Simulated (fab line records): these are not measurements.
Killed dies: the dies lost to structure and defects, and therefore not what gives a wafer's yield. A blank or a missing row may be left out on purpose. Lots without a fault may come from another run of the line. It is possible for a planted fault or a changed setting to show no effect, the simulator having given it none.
Split-lot trial / flow n5Finfet / 7 lots, 39 wafers read, on a route of 1938 steps

== THE SPLIT ==
At N5_MOL_CONTACT_COAG_CVD_140 (deposits W, target thk 66.5 nm, time 215 s), the setting targetThkA was moved away from the recipe's 665 angstrom on 18 of the 39 wafers read, by -42.9% to +51.1%. This setting was run at the recipe's value on the other wafers.

The reading comes from the split's own step.

== THE READING ==
W_of_MOL_CONTACT_COAG_CVD_140.thkNm (the simulator's own value, which no gauge read), in nm, at N5_MOL_CONTACT_COAG_CVD_140 (deposits W, target thk 66.5 nm, time 215 s). The file does not state a usual value for it. The 21 wafers here that ran the recipe average 66.5 nm, standard deviation 0.59 nm.

wafer=L079.1; tool, chamber at the split=cvdW-01, 1; targetThkA as run, angstrom=888.5; against the recipe=+33.6%; W_of_MOL_CONTACT_COAG_CVD_140.thkNm, nm=89; against lot-mates on the recipe=+21.9
wafer=L079.2; tool, chamber at the split=cvdW-01, 0; targetThkA as run, angstrom=665; against the recipe=recipe; W_of_MOL_CONTACT_COAG_CVD_140.thkNm, nm=66.8; against lot-mates on the recipe=-
wafer=L079.3; tool, chamber at the split=cvdW-01, 1,0; targetThkA as run, angstrom=888.5; against the recipe=+33.6%; W_of_MOL_CONTACT_COAG_CVD_140.thkNm, nm=89.4; against lot-mates on the recipe=+22.3
wafer=L079.4; tool, chamber at the split=cvdW-01, 1,0; targetThkA as run, angstrom=888.5; against the recipe=+33.6%; W_of_MOL_CONTACT_COAG_CVD_140.thkNm, nm=89.4; against lot-mates on the recipe=+22.3
wafer=L079.5; tool, chamber at the split=cvdW-01, 1,0; targetThkA as run, angstrom=665; against the recipe=recipe; W_of_MOL_CONTACT_COAG_CVD_140.thkNm, nm=67.2; against lot-mates on the recipe=-
wafer=L079.6; tool, chamber at the split=cvdW-01, 1,0; targetThkA as run, angstrom=665; against the recipe=recipe; W_of_MOL_CONTACT_COAG_CVD_140.thkNm, nm=67.2; against lot-mates on the recipe=-
wafer=L081.1; tool, chamber at the split=cvdW-02, 0; targetThkA as run, angstrom=665; against the recipe=recipe; W_of_MOL_CONTACT_COAG_CVD_140.thkNm, nm=66; against lot-mates on the recipe=-
wafer=L081.2; tool, chamber at the split=cvdW-02, 1; targetThkA as run, angstrom=665; against the recipe=recipe; W_of_MOL_CONTACT_COAG_CVD_140.thkNm, nm=67; against lot-mates on the recipe=-
wafer=L081.4; tool, chamber at the split=cvdW-02, 0; targetThkA as run, angstrom=665; against the recipe=recipe; W_of_MOL_CONTACT_COAG_CVD_140.thkNm, nm=66.8; against lot-mates on the recipe=-
wafer=L082.1; tool, chamber at the split=cvdW-02, 1; targetThkA as run, angstrom=665; against the recipe=recipe; W_of_MOL_CONTACT_COAG_CVD_140.thkNm, nm=66.8; against lot-mates on the recipe=-
wafer=L082.2; tool, chamber at the split=cvdW-02, 0,1; targetThkA as run, angstrom=847.1; against the recipe=+27.4%; W_of_MOL_CONTACT_COAG_CVD_140.thkNm, nm=84.8; against lot-mates on the recipe=+18.2
wafer=L082.5; tool, chamber at the split=cvdW-02, 0,1; targetThkA as run, angstrom=847.1; against the recipe=+27.4%; W_of_MOL_CONTACT_COAG_CVD_140.thkNm, nm=84.8; against lot-mates on the recipe=+18.2
wafer=L082.3; tool, chamber at the split=cvdW-02, 1; targetThkA as run, angstrom=665; against the recipe=recipe; W_of_MOL_CONTACT_COAG_CVD_140.thkNm, nm=67.4; against lot-mates on the recipe=-
wafer=L082.4; tool, chamber at the split=cvdW-02, 0; targetThkA as run, angstrom=665; against the recipe=recipe; W_of_MOL_CONTACT_COAG_CVD_140.thkNm, nm=65.6; against lot-mates on the recipe=-
wafer=L082.6; tool, chamber at the split=cvdW-02, 0; targetThkA as run, angstrom=847.1; against the recipe=+27.4%; W_of_MOL_CONTACT_COAG_CVD_140.thkNm, nm=84.2; against lot-mates on the recipe=+17.6
wafer=L083.1; tool, chamber at the split=cvdW-01, 0; targetThkA as run, angstrom=665; against the recipe=recipe; W_of_MOL_CONTACT_COAG_CVD_140.thkNm, nm=66; against lot-mates on the recipe=-
wafer=L083.2; tool, chamber at the split=cvdW-01, 1; targetThkA as run, angstrom=665; against the recipe=recipe; W_of_MOL_CONTACT_COAG_CVD_140.thkNm, nm=66.2; against lot-mates on the recipe=-
wafer=L083.3; tool, chamber at the split=cvdW-01, 1; targetThkA as run, angstrom=665; against the recipe=recipe; W_of_MOL_CONTACT_COAG_CVD_140.thkNm, nm=66.8; against lot-mates on the recipe=-
wafer=L083.4; tool, chamber at the split=cvdW-01, 0; targetThkA as run, angstrom=379.4; against the recipe=-42.9%; W_of_MOL_CONTACT_COAG_CVD_140.thkNm, nm=37.8; against lot-mates on the recipe=-28.5
wafer=L083.5; tool, chamber at the split=cvdW-01, 0; targetThkA as run, angstrom=379.4; against the recipe=-42.9%; W_of_MOL_CONTACT_COAG_CVD_140.thkNm, nm=37.6; against lot-mates on the recipe=-28.7
wafer=L083.6; tool, chamber at the split=cvdW-01, 1; targetThkA as run, angstrom=379.4; against the recipe=-42.9%; W_of_MOL_CONTACT_COAG_CVD_140.thkNm, nm=38.4; against lot-mates on the recipe=-27.9
wafer=L085.1; tool, chamber at the split=cvdW-01, 1; targetThkA as run, angstrom=411.3; against the recipe=-38.2%; W_of_MOL_CONTACT_COAG_CVD_140.thkNm, nm=41.2; against lot-mates on the recipe=-25.9
wafer=L085.2; tool, chamber at the split=cvdW-01, 0; targetThkA as run, angstrom=411.3; against the recipe=-38.2%; W_of_MOL_CONTACT_COAG_CVD_140.thkNm, nm=41.4; against lot-mates on the recipe=-25.7
wafer=L085.3; tool, chamber at the split=cvdW-01, 0; targetThkA as run, angstrom=665; against the recipe=recipe; W_of_MOL_CONTACT_COAG_CVD_140.thkNm, nm=67.2; against lot-mates on the recipe=-
wafer=L085.4; tool, chamber at the split=cvdW-01, 1; targetThkA as run, angstrom=665; against the recipe=recipe; W_of_MOL_CONTACT_COAG_CVD_140.thkNm, nm=67; against lot-mates on the recipe=-
wafer=L085.6; tool, chamber at the split=cvdW-01, 1; targetThkA as run, angstrom=665; against the recipe=recipe; W_of_MOL_CONTACT_COAG_CVD_140.thkNm, nm=67; against lot-mates on the recipe=-
wafer=L085.5; tool, chamber at the split=cvdW-01, 0; targetThkA as run, angstrom=411.3; against the recipe=-38.2%; W_of_MOL_CONTACT_COAG_CVD_140.thkNm, nm=40.6; against lot-mates on the recipe=-26.5
wafer=L091.1; tool, chamber at the split=cvdW-02, 1; targetThkA as run, angstrom=665; against the recipe=recipe; W_of_MOL_CONTACT_COAG_CVD_140.thkNm, nm=66.2; against lot-mates on the recipe=-
wafer=L091.2; tool, chamber at the split=cvdW-02, 0; targetThkA as run, angstrom=1005; against the recipe=+51.1%; W_of_MOL_CONTACT_COAG_CVD_140.thkNm, nm=100.2; against lot-mates on the recipe=+34.0
wafer=L091.3; tool, chamber at the split=cvdW-02, 0; targetThkA as run, angstrom=1005; against the recipe=+51.1%; W_of_MOL_CONTACT_COAG_CVD_140.thkNm, nm=99.8; against lot-mates on the recipe=+33.6
wafer=L091.4; tool, chamber at the split=cvdW-02, 1; targetThkA as run, angstrom=665; against the recipe=recipe; W_of_MOL_CONTACT_COAG_CVD_140.thkNm, nm=66.4; against lot-mates on the recipe=-
wafer=L091.5; tool, chamber at the split=cvdW-02, 0; targetThkA as run, angstrom=1005; against the recipe=+51.1%; W_of_MOL_CONTACT_COAG_CVD_140.thkNm, nm=99; against lot-mates on the recipe=+32.8
wafer=L091.6; tool, chamber at the split=cvdW-02, 1; targetThkA as run, angstrom=665; against the recipe=recipe; W_of_MOL_CONTACT_COAG_CVD_140.thkNm, nm=66; against lot-mates on the recipe=-
wafer=L095.1; tool, chamber at the split=cvdW-02, 1; targetThkA as run, angstrom=1002; against the recipe=+50.7%; W_of_MOL_CONTACT_COAG_CVD_140.thkNm, nm=101; against lot-mates on the recipe=+35.3
wafer=L095.2; tool, chamber at the split=cvdW-02, 0; targetThkA as run, angstrom=665; against the recipe=recipe; W_of_MOL_CONTACT_COAG_CVD_140.thkNm, nm=66; against lot-mates on the recipe=-
wafer=L095.6; tool, chamber at the split=cvdW-02, 0; targetThkA as run, angstrom=665; against the recipe=recipe; W_of_MOL_CONTACT_COAG_CVD_140.thkNm, nm=66; against lot-mates on the recipe=-
wafer=L095.3; tool, chamber at the split=cvdW-02, 0; targetThkA as run, angstrom=665; against the recipe=recipe; W_of_MOL_CONTACT_COAG_CVD_140.thkNm, nm=65.2; against lot-mates on the recipe=-
wafer=L095.4; tool, chamber at the split=cvdW-02, 1; targetThkA as run, angstrom=1002; against the recipe=+50.7%; W_of_MOL_CONTACT_COAG_CVD_140.thkNm, nm=100.8; against lot-mates on the recipe=+35.1
wafer=L095.5; tool, chamber at the split=cvdW-02, 1; targetThkA as run, angstrom=1002; against the recipe=+50.7%; W_of_MOL_CONTACT_COAG_CVD_140.thkNm, nm=100.2; against lot-mates on the recipe=+34.5
When a row names more than one chamber, that row covers several wafers, and the file does not tell which wafer ran in which chamber.

FIT RESULTS
A straight line over all 39 wafers: W_of_MOL_CONTACT_COAG_CVD_140.thkNm changes by +0.664 nm for each +1% of targetThkA; r = +1.00; the points scatter about the line by 0.59 nm.
The same after taking each lot's own level away (the mean of its wafers on the recipe; 39 wafers): +0.669 nm for each +1%; r = +1.00; scatter 0.56 nm.
The reading moves by 34 nm for the largest change in targetThkA, on that fit.
Measured against the standard deviation above, the lots' own levels, which go from 65.73 to 67.07 nm, span 2.3 times it.
Consequently the slope shifts little with the lot-to-lot level, the two slopes agreeing.
Check: +34.2 nm against its lot-mates is what the line predicts for one of the wafers moved furthest among these (+51.1%) when that wafer is left out of the fit. It came out at +34 nm against them.

== THESE WAFERS: OTHER SPLITS ==
Before the reading, these wafers also passed through other splits. Each is held against what the fit with the lots' levels taken away leaves over:
other split on the same wafers=N5_FIN_SAQP_DEVELOP_15 developTimeS; wafers away from the commonest value=15; r with W_of_MOL_CONTACT_COAG_CVD_140.thkNm (lot level and that fit taken away)=-0.25
other split on the same wafers=N5_SPACER0_ALD_08 targetThkA; wafers away from the commonest value=18; r with W_of_MOL_CONTACT_COAG_CVD_140.thkNm (lot level and that fit taken away)=-0.02
other split on the same wafers=N5_SDB_ALD_29 aldCycles; wafers away from the commonest value=12; r with W_of_MOL_CONTACT_COAG_CVD_140.thkNm (lot level and that fit taken away)=-0.23

== THE WHOLE CHAIN: every reading that the file lists as answering this split, in the file's order ==
step=N5_MOL_CONTACT_COAG_CVD_140; what it does=deposits W, target thk 66.5 nm, time 215 s; reading=W_of_MOL_CONTACT_COAG_CVD_140.thkNm (the simulator's own value, which no gauge read); change (the file's fit)=+0.669 nm for each +1% of the setting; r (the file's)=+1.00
step=N5_MOL_CONTACT_COAG_CMP_52; what it does=polishes, stops on SiO2, t overpolish 1.5 s, target thk 66.5 nm; reading=W_of_MOL_CONTACT_COAG_CVD_140.thkNm (the simulator's own value, which no gauge read); change (the file's fit)=not straight: 37.93 at the lowest setting, 66.51 at the recipe, 66.6 at the highest; r (the file's)=not given

== FILE'S OWN FIT ==
W_of_MOL_CONTACT_COAG_CVD_140.thkNm changes by +0.669 nm for each +1% of targetThkA, r = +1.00.
